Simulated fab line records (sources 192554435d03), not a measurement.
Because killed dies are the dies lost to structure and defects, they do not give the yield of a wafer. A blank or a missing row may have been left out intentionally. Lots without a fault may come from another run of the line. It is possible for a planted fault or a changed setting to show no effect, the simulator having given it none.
fab line records	flow n5Finfet
record: lots: 7	wafers: 21
route steps=1938 shown BEOL_M10@1480
startH: start of the lot's first displayed wafer, in hours after the record's first day	waitH: hours elapsed since this lot's preceding step	" as in the row above	L1.1+2: a row that stands for several wafers	- no value, or no start was given	* or withheld: withheld	< > ~ a bound
route shown NAME@n: a module of which the file shows steps, and the number in the route of the first	usual: mean and standard deviation over wafers with no fault	same: alike in all rows	chamber/n: place in a boat	sites: each site's reading	_std_site: standard deviation across them	_edge_site: mean of outer sites minus mean of inner sites	radiusMm: for every site, how far away it sits from the centre of the wafer	mask NAME#n: copy n	behind: the most recent tool/chamber to have shaped the wafer	hold: reason for holding the lot/hours on hold/outcome of the hold	device: the n, p or np transistor that did not switch	end of line: the tests these same wafers got at the end of their route	a step with no rows: only its recipe	killed: not the wafer's yield, but the dies lost to structure and defects at the first sort	map: per-die view of a wafer (x killed, . not killed, _ where there is no die)
set.NAME: the setting as run; set.NAME@STEP: as run at that earlier step	model.NAME: the simulator's own value behind a step, which no gauge read
lots with deliberately changed settings; one table per step, one row per wafer
== steps ==
step: N5_BEOL_M10_EXPOSE_08
recipe: maskId: M10	na: 1.35	sourceShape: dipole	sigmaInner: 0.411	sigmaOuter: 0.611	polarization: te	doseMj: 53.75
lot.wafer	tool	chamber	startH	waitH	mask	set.doseMj
L076.1+6	arfiScanner-01	0	227.40	-	M10#0	53.75
L076.5	"	0	"	"	M10#0	55.07
L077.2	arfiScanner-03	0	242.17	-	M10#0	56.31
L077.4+6	"	0	"	"	M10#0	53.75
L079.2+4	arfiScanner-01	0	250.70	-	M10#0	53.75
L079.3	"	0	"	"	M10#0	57.03
L086.2+4+6	arfiScanner-02	0	302.57	-	M10#0	53.75
L085.2+3	arfiScanner-01	0	302.74	-	M10#0	53.75
L085.4	"	0	"	"	M10#0	51.88
L088.2	arfiScanner-02	0	302.90	-	M10#0	51.18
L088.5+6	"	0	"	"	M10#0	53.75
L096.1+2+4	arfiScanner-03	0	357.60	-	M10#0	53.75
step: N5_BEOL_M10_PEB_09
recipe: pebTempC: withheld	pebTimeS: 60	resist: CAR-ArF
step: N5_BEOL_M10_DEVELOP_10
recipe: developTimeS: 30	developer: TMAH	resist: CAR-ArF	rinseLiquid: diw	dry: airSpin	devTempC: 23
step: N5_BEOL_M10_CD_MEAS_11
recipe: targetCdNm: 64.1	landingEnergyEv: 500	detector: seInlens	polarity: opening
usual: cdNm: 63.9/0.57
lot.wafer	tool	chamber	startH	waitH	set.doseMj@BEOL_M10_EXPOSE_08	cdNm
L076.1	cdSem-02	0	227.53	-	53.75	64.1
L076.5	"	0	"	"	55.07	65.4
L076.6	"	0	"	"	53.75	63.3
L077.2	cdSem-03	0	242.29	-	56.31	66.2
L077.4	"	0	"	"	53.75	64.0
L077.6	"	0	"	"	53.75	64.4
L079.2	cdSem-02	0	250.82	-	53.75	63.7
L079.3	"	0	"	"	57.03	67.1
L079.4	"	0	"	"	53.75	63.7
L086.2	cdSem-02	0	302.70	-	53.75	63.4
L086.4	"	0	"	"	53.75	64.3
L086.6	"	0	"	"	53.75	64.0
L085.2	cdSem-02	0	302.86	-	53.75	63.3
L085.3	"	0	"	"	53.75	63.4
L085.4	"	0	"	"	51.88	60.9
L088.2	cdSem-03	0	303.02	-	51.18	61.5
L088.5	"	0	"	"	53.75	64.1
L088.6	"	0	"	"	53.75	63.6
L096.1	cdSem-01	0	357.73	-	53.75	63.8
L096.2	"	0	"	"	53.75	63.0
L096.4	"	0	"	"	53.75	63.3
step: N5_BEOL_M10_DESCUM_16
recipe: chemistry: O2	timeS: 7.9	sourcePowerW: 50	biasPowerW: 20	pressureMtorr: 20	rfFrequencyHz: 2.712e+07	tempC: 40	resist: CAR-ArF	o2FlowSccm: 225
step: N5_BEOL_M10_ETCH_61
recipe: chemistry: CF4	target: SiARC	targetDepthA: 390	maskMaterial: CAR-ArF	timeS: 65	ionEnergyEv: 80	pressureMtorr: 40	sourceW: 545	biasW: 36	Ar_flow_sccm: 100	cf4FlowSccm: 100	ends: cleared
lot.wafer	tool	chamber	startH	waitH	set.doseMj@BEOL_M10_EXPOSE_08	model.BEOL_M10.cdOffsetNm
L076.1	rieDiel-03	0	227.65	0.0	53.75	-0.2
L076.5	"	0	"	"	55.07	1.2
L076.6	"	1	"	"	53.75	-0.4
L077.2	rieDiel-02	3	242.59	0.0	56.31	1.8
L077.4+6	"	0,3	"	"	53.75	-0.2
L079.2	rieDiel-06	0	250.94	0.0	53.75	-0.4
L079.3	"	1	"	"	57.03	3
L079.4	"	2	"	"	53.75	-0.6
L086.2	rieDiel-06	2	302.92	0.0	53.75	-0.2
L086.4	"	1	"	"	53.75	0.2
L086.6	"	0	"	"	53.75	-0.4
L085.2	rieDiel-02	3	303.20	0.0	53.75	-0.8
L085.3	"	1	"	"	53.75	-1.2
L085.4	"	3	"	"	51.88	-3.4
L088.2	rieDiel-03	0	303.24	0.0	51.18	-2.4
L088.5+6	"	0,1	"	"	53.75	-0.2
L096.1	rieDiel-02	3	357.85	0.0	53.75	-0.6
L096.2	"	2	"	"	53.75	-1
L096.4	"	0	"	"	53.75	-0.8
step: N5_BEOL_M10_ETCH_62
recipe: chemistry: N2/H2	target: SOC	targetDepthA: 1100	overetchA: 220	maskMaterial: SiARC	tempC: 40	timeS: 165	ionEnergyEv: 200	pressureMtorr: 30	sourceW: 840	biasW: 150	n2FlowSccm: 200	h2FlowSccm: 200
lot.wafer	tool	chamber	startH	waitH	set.doseMj@BEOL_M10_EXPOSE_08	model.BEOL_M10.cdOffsetNm
L076.1	rieDiel-03	0	227.70	0.0	53.75	0.2
L076.5	"	0	"	"	55.07	1.4
L076.6	"	1	"	"	53.75	-0.2
L077.2	rieDiel-02	3	242.64	0.0	56.31	2
L077.4+6	"	0,3	"	"	53.75	-0.2
L079.2	rieDiel-06	0	250.99	0.0	53.75	0
L079.3	"	1	"	"	57.03	3.4
L079.4	"	2	"	"	53.75	-0.4
L086.2	rieDiel-06	2	302.97	0.0	53.75	-0.4
L086.4	"	1	"	"	53.75	0.4
L086.6	"	0	"	"	53.75	0
L085.2	rieDiel-02	3	303.25	0.0	53.75	-0.6
L085.3	"	1	"	"	53.75	-1
L085.4	"	3	"	"	51.88	-3
L088.2	rieDiel-03	0	303.29	0.0	51.18	-2.4
L088.5	"	0	"	"	53.75	0
L088.6	"	1	"	"	53.75	0.2
L096.1+4	rieDiel-02	3,0	357.90	0.0	53.75	-0.6
L096.2	"	2	"	"	53.75	-1.2
step: N5_BEOL_M10_STRIP_68
recipe: chemistry: N2/H2	tempC: 40	n2FlowSccm: 200	h2FlowSccm: 200	rfFrequencyHz: 6e+07
step: N5_BEOL_M10_STRIP_67
recipe: chemistry: CF4	resist: SiARC	powerW: 300	biasPowerW: 75	pressureMtorr: 50	cf4FlowSccm: 150	rfFrequencyHz: 6e+07
step: N5_BEOL_M10_HM_OPEN_17
recipe: chemistry: Cl2/BCl3	targetDepthA: 200	overetchA: 60	target: TiN	maskMaterial: SOC	ionEnergyEv: 150	pressureMtorr: 10	icpW: 1000	biasW: 126	Cl2_flow_sccm: 53.25	bcl3FlowSccm: 21.75	Ar_flow_sccm: 25
lot.wafer	tool	chamber	startH	waitH	set.doseMj@BEOL_M10_EXPOSE_08	model.BEOL_M10.cdOffsetNm
L076.1	rieMetal-03	0	227.89	0.0	53.75	0.2
L076.5	"	1	"	"	55.07	1.4
L076.6	"	0	"	"	53.75	-0.2
L077.2	rieMetal-02	1	242.83	0.0	56.31	2
L077.4+6	"	0,1	"	"	53.75	-0.2
L079.2	rieMetal-01	1	251.18	0.0	53.75	0
L079.3	"	1	"	"	57.03	3.4
L079.4	"	0	"	"	53.75	-0.6
L086.2	rieMetal-02	0	303.15	0.0	53.75	-0.4
L086.4	"	1	"	"	53.75	0.4
L086.6	"	1	"	"	53.75	0
L085.2	rieMetal-02	1	303.43	0.0	53.75	-0.4
L085.3	"	1	"	"	53.75	-0.8
L085.4	"	0	"	"	51.88	-3
L088.2	rieMetal-01	1	303.48	0.0	51.18	-2.4
L088.5+6	"	1,0	"	"	53.75	0
L096.1	rieMetal-03	1	358.09	0.0	53.75	-0.8
L096.2	"	1	"	"	53.75	-1.6
L096.4	"	1	"	"	53.75	-0.6
step: N5_BEOL_M10_STRIP_19
recipe: chemistry: O2	powerW: 400	tempC: 40	pressureMtorr: 30	rfFrequencyHz: 6e+07	biasPowerW: 0	overashFraction: 0.2	o2FlowSccm: 225
step: N5_BEOL_M10_CD_MEAS_18
recipe: pitchNm: 140	targetCdNm: 70
usual: cdNm: 69.8/0.62
lot.wafer	tool	chamber	startH	waitH	set.doseMj@BEOL_M10_EXPOSE_08	cdNm
L076.1	cdSem-03	-	228.07	0.0	53.75	70.3
L076.5	"	-	"	"	55.07	71.4
L076.6	"	-	"	"	53.75	69.9
L077.2	cdSem-01	-	243.01	0.1	56.31	72.2
L077.4	"	-	"	"	53.75	69.7
L077.6	"	-	"	"	53.75	69.7
L079.2	cdSem-02	-	251.36	0.1	53.75	69.7
L079.3	"	-	"	"	57.03	73.2
L079.4	"	-	"	"	53.75	69.7
L086.2	cdSem-03	-	303.39	0.1	53.75	69.5
L086.4	"	-	"	"	53.75	70.3
L086.6	"	-	"	"	53.75	69.6
L085.2	cdSem-03	-	303.62	0.1	53.75	69.6
L085.3	"	-	"	"	53.75	69.7
L085.4	"	-	"	"	51.88	67.0
L088.2	cdSem-02	-	303.66	0.1	51.18	67.6
L088.5	"	-	"	"	53.75	69.9
L088.6	"	-	"	"	53.75	69.9
L096.1	cdSem-01	-	358.41	0.0	53.75	69.3
L096.2	"	-	"	"	53.75	68.4
L096.4	"	-	"	"	53.75	69.7
step: N5_BEOL_M10_TRENCH_ETCH_37
recipe: chemistry: C4F6/O2	targetDepthA: 1488.3	target: SiCOH_lowk	timeS: 48	ionEnergyEv: 250	pressureMtorr: 30	sourceW: 345	biasW: 185	Ar_flow_sccm: 300	C4F6_flow_sccm: 10	O2_flow_sccm: 10
lot.wafer	tool	chamber	startH	waitH	set.timeS	model.etch.depthNm	model.BEOL_M10.featureDepthNm
L076.1	rieDiel-03	1	-	-	42.01	129.6	129.6
L076.5	"	0	"	"	42.01	130.7	130.8
L076.6	"	2	"	"	48	144.1	144.2
L077.2	rieDiel-06	3	-	-	48	148.4	148.4
L077.4	"	2	"	"	38.53	119.7	119.6
L077.6	"	0	"	"	48	150.3	150.4
L079.2	rieDiel-02	0	-	-	41.53	123.1	123
L079.3	"	1	"	"	41.53	128.2	128.2
L079.4	"	1	"	"	41.53	127.3	127.2
L086.2	rieDiel-06	0	-	-	48	147.1	147
L086.4	"	2	"	"	48	149.3	149.4
L086.6	"	3	"	"	48	148	148
L085.2+3	rieDiel-03	0,1	-	-	48	150.3	150.2
L085.4	"	3	"	"	48	145.3	145.4
L088.2	rieDiel-06	2	-	-	57.71	177.5	177.6
L088.5	"	3	"	"	48	148.7	148.8
L088.6	"	0	"	"	48	147.2	147.2
L096.1	rieDiel-02	3	-	-	48	151.4	151.4
L096.2	"	2	"	"	40.86	131	131
L096.4	"	0	"	"	48	149.9	149.8
step: N5_BEOL_M10_ETCH_41
recipe: chemistry: CH3F/O2	target: SiCN	targetDepthA: 426	taperDeg: 2	timeS: 86	ionEnergyEv: 120	maskMaterial: TiN	pressureMtorr: 30	sourceW: 395	biasW: 75	Ar_flow_sccm: 150	CH3F_flow_sccm: 30	O2_flow_sccm: 20
step: N5_BEOL_M10_STRIP_77
recipe: chemistry: N2/H2	timeS: 10	powerW: 450	tempC: 40	pressureMtorr: 20	rfFrequencyHz: 6e+07	biasPowerW: 7	n2FlowSccm: 200	h2FlowSccm: 200
step: N5_BEOL_M10_OCD_MEAS_38
usual: trenchDepthNm: 148.4/2.4
lot.wafer	tool	chamber	startH	waitH	set.timeS@BEOL_M10_TRENCH_ETCH_37	trenchDepthNm
L076.1	ocd-02	-	229.86	-	42.01	129.6
L076.5	"	-	"	"	42.01	130.6
L076.6	"	-	"	"	48	144.0
L077.2	ocd-02	-	245.69	-	48	148.3
L077.4	"	-	"	"	38.53	119.6
L077.6	"	-	"	"	48	150.0
L079.2	ocd-01	-	253.81	-	41.53	123.0
L079.3	"	-	"	"	41.53	128.2
L079.4	"	-	"	"	41.53	127.2
L086.2	ocd-02	-	304.28	-	48	147.1
L086.4	"	-	"	"	48	149.9
L086.6	"	-	"	"	48	148.2
L085.2	ocd-01	-	305.32	-	48	150.5
L085.3	"	-	"	"	48	150.3
L085.4	"	-	"	"	48	145.6
L088.2	ocd-02	-	305.40	-	57.71	177.4
L088.5	"	-	"	"	48	148.8
L088.6	"	-	"	"	48	147.0
L096.1	ocd-02	-	360.64	-	48	152.0
L096.2	"	-	"	"	40.86	131.2
L096.4	"	-	"	"	48	149.9
step: N5_BEOL_M10_HM_STRIP_39
recipe: chemistry: peroxideTinStrip	material: TiN	targetDepthA: 250	tempC: 50	timeS: 158
step: N5_BEOL_M10_SRD_40
recipe: timeS: 30	tempC: 23	rinseLiquid: diw	dry: ipaMarangoni
step: N5_BEOL_M10_PRECLEAN_42
recipe: chemistry: residueRemover	timeS: 60	tempC: 40
step: N5_BEOL_M10_SRD_43
recipe: timeS: 30	tempC: 23	rinseLiquid: diw	dry: ipaMarangoni
step: N5_BEOL_M10_CD_MEAS_35
recipe: targetCdNm: 70	polarity: opening
usual: cdNm: 69.8/0.64
lot.wafer	tool	chamber	startH	waitH	set.doseMj@BEOL_M10_EXPOSE_08	cdNm
L076.1	cdSem-03	-	230.01	0.0	53.75	69.8
L076.5	"	-	"	"	55.07	71.4
L076.6	"	-	"	"	53.75	69.9
L077.2	cdSem-01	-	245.84	0.0	56.31	71.6
L077.4	"	-	"	"	53.75	69.3
L077.6	"	-	"	"	53.75	69.6
L079.2	cdSem-03	-	253.96	0.0	53.75	69.8
L079.3	"	-	"	"	57.03	72.9
L079.4	"	-	"	"	53.75	69.2
L086.2	cdSem-02	-	304.43	0.0	53.75	69.3
L086.4	"	-	"	"	53.75	70.3
L086.6	"	-	"	"	53.75	69.6
L085.2	cdSem-03	-	305.57	0.0	53.75	69.7
L085.3	"	-	"	"	53.75	69.0
L085.4	"	-	"	"	51.88	67.1
L088.2	cdSem-03	-	305.76	0.0	51.18	67.9
L088.5	"	-	"	"	53.75	69.7
L088.6	"	-	"	"	53.75	69.8
L096.1	cdSem-01	-	360.80	0.0	53.75	69.2
L096.2	"	-	"	"	53.75	68.2
L096.4	"	-	"	"	53.75	69.2
step: N5_BEOL_M10_ALD_74
recipe: material: TaN	targetThkA: 20	tempC: 275	aldPrecursorFamily: PDMAT	aldCoReactant: NH3	pressureTorr: 3	carrierFlowSccm: 1500	pulseTimeS: 2	purgeTimeS: 3	coReactantPurgeTimeS: 2	coReactantPulseTimeS: 3	aldCycles: 40	precursorVesselTempC: 75	precursorVesselPressureTorr: 26.25	precursorVesselCarrierSccm: 1000
lot.wafer	tool	chamber	startH	waitH	set.aldCycles
L076.1	aldMetal-04	1	230.60	0.0	46
L076.5+6	"	2,3	"	"	40
L077.2+4	aldMetal-03	1,3	246.47	0.0	40
L077.6	"	3	"	"	34
L079.2+4	aldMetal-01	1,0	254.90	0.0	40
L079.3	"	2	"	"	43
L086.2+4+6	aldMetal-01	1,0,3	306.25	0.0	40
L085.2+3+4	aldMetal-03	0,2,3	306.41	0.0	40
L088.2+6	aldMetal-03	2,0	306.67	0.1	40
L088.5	"	3	"	"	43
L096.1+2	aldMetal-03	3,1	361.54	0.0	40
L096.4	"	2	"	"	43
step: N5_BEOL_M10_SURFACE_TREAT_76
recipe: gas: Ar	timeS: *	ionEnergyEv: *	ionCurrentMaCm2: 0.5	pressureMtorr: *	arFlowSccm: 30
step: N5_BEOL_M10_CVD_75
recipe: material: Co	targetThkA: 20	tempC: withheld	precursor: CCTBA/H2	pressureTorr: 30	timeS: 138.9
step: N5_BEOL_M10_ECD_50
recipe: material: Cu	targetThkA: 3180
step: N5_BEOL_M10_ANNEAL_51
recipe: tempC: 225	timeS: 90	ambient: N2
step: N5_BEOL_M10_CMP_52
recipe: stopOn: SiCOH_lowk	tOverpolishS: 7	downForcePsi: 1	platenRpm: 50	clearingPlatenDownForcePsi: 1.5	clearingPlatenRpm: 50	postCmpClean: cuAlkaline	targetThkNm: 140	clearingPlatenPadVelocityMS: 0.99484	padVelocityMS: 0.99484
lot.wafer	tool	chamber	startH	waitH	set.timeS@BEOL_M10_TRENCH_ETCH_37	model.Cu_of_BEOL_M10_ECD_50.thkNm
L076.1	cmp-01	0	232.13	0.4	42.01	119.2
L076.6	"	1	"	"	48	135.6
L076.5	"	2	"	"	42.01	121.4
L077.4	cmp-02	1	247.88	0.2	38.53	110.4
L077.2	"	2	"	"	48	140.2
L077.6	"	0	"	"	48	142.6
L079.3	cmp-01	1	256.64	0.2	41.53	120
L079.2	"	2	"	"	41.53	113.8
L079.4	"	3	"	"	41.53	118.6
L086.4	cmp-02	0	307.23	0.1	48	140.2
L086.2	"	1	"	"	48	137.6
L086.6	"	0	"	"	48	139
L085.4	cmp-01	2	307.67	0.2	48	135.2
L085.3	"	3	"	"	48	142
L085.2	"	0	"	"	48	141
L088.2	cmp-02	3	309.50	0.3	57.71	167.6
L088.5	"	1	"	"	48	140.4
L088.6	"	2	"	"	48	138.8
L096.4	cmp-01	3	363.69	0.1	48	143.2
L096.1	"	0	"	"	48	142.2
L096.2	"	1	"	"	40.86	124.2
step: N5_BEOL_M10_THK_MEAS_53
recipe: thkMeasGauge: xrf	reads: Cu_of_BEOL_M10_ECD_50
usual: M10_THK: 138.0/2.7
lot.wafer	tool	chamber	startH	waitH	set.timeS@BEOL_M10_TRENCH_ETCH_37	M10_THK[nm]
L076.1	filmMetro-02	-	232.31	-	42.01	119.6
L076.5	"	-	"	"	42.01	121.6
L076.6	"	-	"	"	48	136.5
L077.2	filmMetro-01	-	248.10	-	48	137.7
L077.4	"	-	"	"	38.53	108.3
L077.6	"	-	"	"	48	140.1
L079.2	filmMetro-01	-	256.90	-	41.53	112.4
L079.3	"	-	"	"	41.53	118.5
L079.4	"	-	"	"	41.53	117.1
L086.2	filmMetro-01	-	307.52	-	48	135.7
L086.4	"	-	"	"	48	137.9
L086.6	"	-	"	"	48	137.2
L085.2	filmMetro-02	-	307.96	-	48	139.4
L085.3	"	-	"	"	48	141.2
L085.4	"	-	"	"	48	133.7
L088.2	filmMetro-01	-	309.72	-	57.71	165.3
L088.5	"	-	"	"	48	138.7
L088.6	"	-	"	"	48	136.7
L096.1	filmMetro-01	-	363.98	-	48	138.7
L096.2	"	-	"	"	40.86	121.4
L096.4	"	-	"	"	48	139.9
step: N5_BEOL_M10_PRE_CLEAN_55
recipe: gas: NH3	timeS: 15	tempC: withheld	rfPowerW: 300
step: N5_BEOL_M10_DEP_56
recipe: material: SiCN	targetThkA: 150	tempC: withheld	precursor: 3MS/NH3	pressureTorr: 3	rfW: 202	timeS: 26.5
step: N5_BEOL_M10_RS_MEAS_57
recipe: thkMeasGauge: four-point-probe	reads: Cu_of_BEOL_M10_ECD_50+Co_of_BEOL_M10_CVD_75+TaN_of_BEOL_M10_ALD_74
usual: M10_RS: 0.152/0.0033
lot.wafer	tool	chamber	startH	waitH	set.timeS@BEOL_M10_TRENCH_ETCH_37	M10_RS[ohm/sq]
L076.1	filmMetro-01	-	232.44	0.1	42.01	0.180
L076.5	"	-	"	"	42.01	0.177
L076.6	"	-	"	"	48	0.156
L077.2	filmMetro-02	-	248.27	0.1	48	0.151
L077.4	"	-	"	"	38.53	0.197
L077.6	"	-	"	"	48	0.148
L079.2	filmMetro-02	-	257.04	0.1	41.53	0.191
L079.3	"	-	"	"	41.53	0.180
L079.4	"	-	"	"	41.53	0.182
L086.2	filmMetro-01	-	307.66	0.1	48	0.154
L086.4	"	-	"	"	48	0.151
L086.6	"	-	"	"	48	0.152
L085.2	filmMetro-01	-	308.10	0.1	48	0.150
L085.3	"	-	"	"	48	0.149
L085.4	"	-	"	"	48	0.157
L088.2	filmMetro-02	-	309.85	0.1	57.71	0.124
L088.5	"	-	"	"	48	0.151
L088.6	"	-	"	"	48	0.152
L096.1	filmMetro-01	-	364.12	0.1	48	0.148
L096.2	"	-	"	"	40.86	0.172
L096.4	"	-	"	"	48	0.147
== key ==
split: step: N5_BEOL_M10_EXPOSE_08	setting: doseMj	stated: 53.75	by: wafer
response: step: N5_BEOL_M10_CD_MEAS_11	reading: cdNm	change: +0.527	per: 1%	r: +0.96
response: step: N5_BEOL_M10_ETCH_61	reading: model.BEOL_M10.cdOffsetNm	change: +0.529	per: 1%	r: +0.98
response: step: N5_BEOL_M10_ETCH_62	reading: model.BEOL_M10.cdOffsetNm	change: +0.55	per: 1%	r: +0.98
response: step: N5_BEOL_M10_HM_OPEN_17	reading: model.BEOL_M10.cdOffsetNm	change: +0.558	per: 1%	r: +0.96
response: step: N5_BEOL_M10_CD_MEAS_18	reading: cdNm	change: +0.559	per: 1%	r: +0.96
response: step: N5_BEOL_M10_CD_MEAS_35	reading: cdNm	change: +0.512	per: 1%	r: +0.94
split: step: N5_BEOL_M10_TRENCH_ETCH_37	setting: timeS	stated: 48	by: wafer
response: step: N5_BEOL_M10_TRENCH_ETCH_37	reading: model.etch.depthNm	change: +1.4	per: 1%	r: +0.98
response: step: N5_BEOL_M10_TRENCH_ETCH_37	reading: model.BEOL_M10.featureDepthNm	change: +1.41	per: 1%	r: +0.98
response: step: N5_BEOL_M10_OCD_MEAS_38	reading: trenchDepthNm	change: +1.4	per: 1%	r: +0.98
response: step: N5_BEOL_M10_CMP_52	reading: model.Cu_of_BEOL_M10_ECD_50.thkNm	change: +1.4	per: 1%	r: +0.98
response: step: N5_BEOL_M10_THK_MEAS_53	reading: M10_THK	change: +1.39	per: 1%	r: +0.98
response: step: N5_BEOL_M10_RS_MEAS_57	reading: M10_RS	change: -0.00182	per: 1%	r: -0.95
split: step: N5_BEOL_M10_ALD_74	setting: aldCycles	stated: 40	by: wafer
response none clear
